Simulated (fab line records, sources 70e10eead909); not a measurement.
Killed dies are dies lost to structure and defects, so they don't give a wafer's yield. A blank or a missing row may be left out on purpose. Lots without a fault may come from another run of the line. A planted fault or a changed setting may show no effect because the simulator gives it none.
A struck lot beside a sound one | flow nand_harc | 17 steps out of a route of 1159
Sound: wafers L492.2, L492.3, L492.6. Struck: wafers L501.2, L501.3. (L501.1 of the same lot was not struck and is left out.) The cause comes at the end.
At each step with rows: each side's tool, then ch and its chambers, then its first start. Under that, the readings that differ: sound wafers | struck wafers | difference of the means | sigmas: that difference in standard deviations of wafers without a fault.
alike: readings whose means differ by less than 2 such deviations, and words and numbers that are the same on both sides. not compared: withheld readings, readings that some wafer has no value for, bounds like >300 that may hide the same value, and numbers for which the record gives no deviation and whose values overlap.
The two part at a step that has a row with sigmas, a row that says differs or no value, or rows on one side only. Numbers that don't overlap but have no deviation are shown without sigmas and don't part them. A reading that every wafer of one side lacks parts them only if that side has two wafers or more.

NHARC_P_M2_INSPECT_11:
  sound on defect_inspect-01, day 8 04:42; struck on defect_inspect-02, day 10 09:34
  alike: raw_defect_count
NHARC_P_M2_DESCUM_14: chemistry O2, time 3 s.
  sound on rie_diel-03 ch 0,2,3, day 8 04:46; struck on rie_diel-03 ch 2,3, day 10 09:38
  alike: drypump_motor_current_A, oes_product_au, rf_vpp_V, showerhead_plenum_p_Torr, throttle_valve_pct
  not compared: rf_hours_counter_h
then, 2 steps without rows for these wafers: NHARC_P_M2_ETCH_35 (etches the open film in N2/H2, target depth 40 nm, overetch 12 nm, time 43.94 s); NHARC_P_M2_ETCH_15 (etches the open film in C4F8/Ar, target depth 182.5 nm, time 91.2 s).
NHARC_P_M2_CD_MEAS_16:
  sound on cd_sem-03, day 8 05:04; struck on cd_sem-03, day 10 09:56
  alike: cd_nm
then, 1 step without rows for these wafers: NHARC_P_M2_STRIP_18 (strips in N2/H2).
NHARC_P_M2_ETCH_28: etches the open film in CF4/N2, target depth 30 nm, time 72.99 s.
  sound on rie_diel-03 ch 0,2,3; struck on rie_diel-03 ch 1,3
  alike: bias_w, drypump_motor_current_A, oes_product_au, rf_vpp_V, showerhead_plenum_p_Torr, throttle_valve_pct
  not compared: rf_hours_counter_h
then, 2 steps without rows for these wafers: NHARC_P_M2_STRIP_19 (strips in post etch residue remover, time 600 s); NHARC_P_M2_DEGAS_29 (time 60 s).
NHARC_P_M2_PRE_CLEAN_30: time 30 s.
  sound on pvd_sputter-03; struck on pvd_sputter-03
  alike: heater_power_w
NHARC_P_M2_PVD_20: deposits TaN, target thk 5 nm, time 8.06 s.
  sound on pvd_sputter-03; struck on pvd_sputter-03
  alike: throttle_valve_pct
then, 1 step without rows for these wafers: NHARC_P_M2_PVD_21 (deposits Cu, target thk 30 nm, time 20.49 s).
NHARC_P_M2_ECD_22: material Cu, target thk 400 nm.
  sound on ecd_cu-02 ch 0, day 8 06:11; struck on ecd_cu-02 ch 0, day 10 11:01
  alike: bath_temp_c
NHARC_P_M2_ANNEAL_31: time 90 s.
  sound on rtp_anneal-01 ch 0, day 8 06:34; struck on rtp_anneal-01 ch 0, day 10 11:24
  alike: anneal_temp_c_max, wafer_temp_C_max
NHARC_P_M2_CMP_23: polishes, t overpolish 20 s, target thk 144.3 nm.
  sound on cmp-04 ch 2,3, day 8 06:52; struck on cmp-04 ch 1,2, day 10 11:47
  reading                | sound          | struck    | difference | sigmas
  time_to_endpoint_s (s) | 28.9 28.5 30.8 | 18.5 12.0 | -14.1      | -5
  alike: edge_zone_pressure_frac, motor_current_A, slurry_filter_dp_kPa
NHARC_P_M2_THK_MEAS_24: measures by xrf.
  sound on film_metro-02, day 8 07:11; struck on film_metro-02, day 10 12:06
  alike: thk_nm
-- the record jumps here: 13 days lie between the struck wafers' starts before and after (it left off in module P_M2 and takes up again in module END, whose first step shown is number 1159 of the route) --
NHARC_END_SORT_01:
  sound on prober-02 ch 0, day 21 12:52; struck on prober-02 ch 0, day 23 15:03
  alike: defect_limited_yield, killed_at_array, killed_at_other, killed_at_periphery, killed_dies, killed_open, killed_short, sort_bin_2_pct, sort_bin_3_pct, sort_bin_4_pct, sort_n_pass, sort_rim_yield_pct, sort_yield_pct

WHERE THEY PART
Only at NHARC_P_M2_CMP_23, within this record. Later steps at which nothing parts them and some readings are alike: NHARC_P_M2_THK_MEAS_24, NHARC_END_SORT_01.

WHY: what the simulator had put in
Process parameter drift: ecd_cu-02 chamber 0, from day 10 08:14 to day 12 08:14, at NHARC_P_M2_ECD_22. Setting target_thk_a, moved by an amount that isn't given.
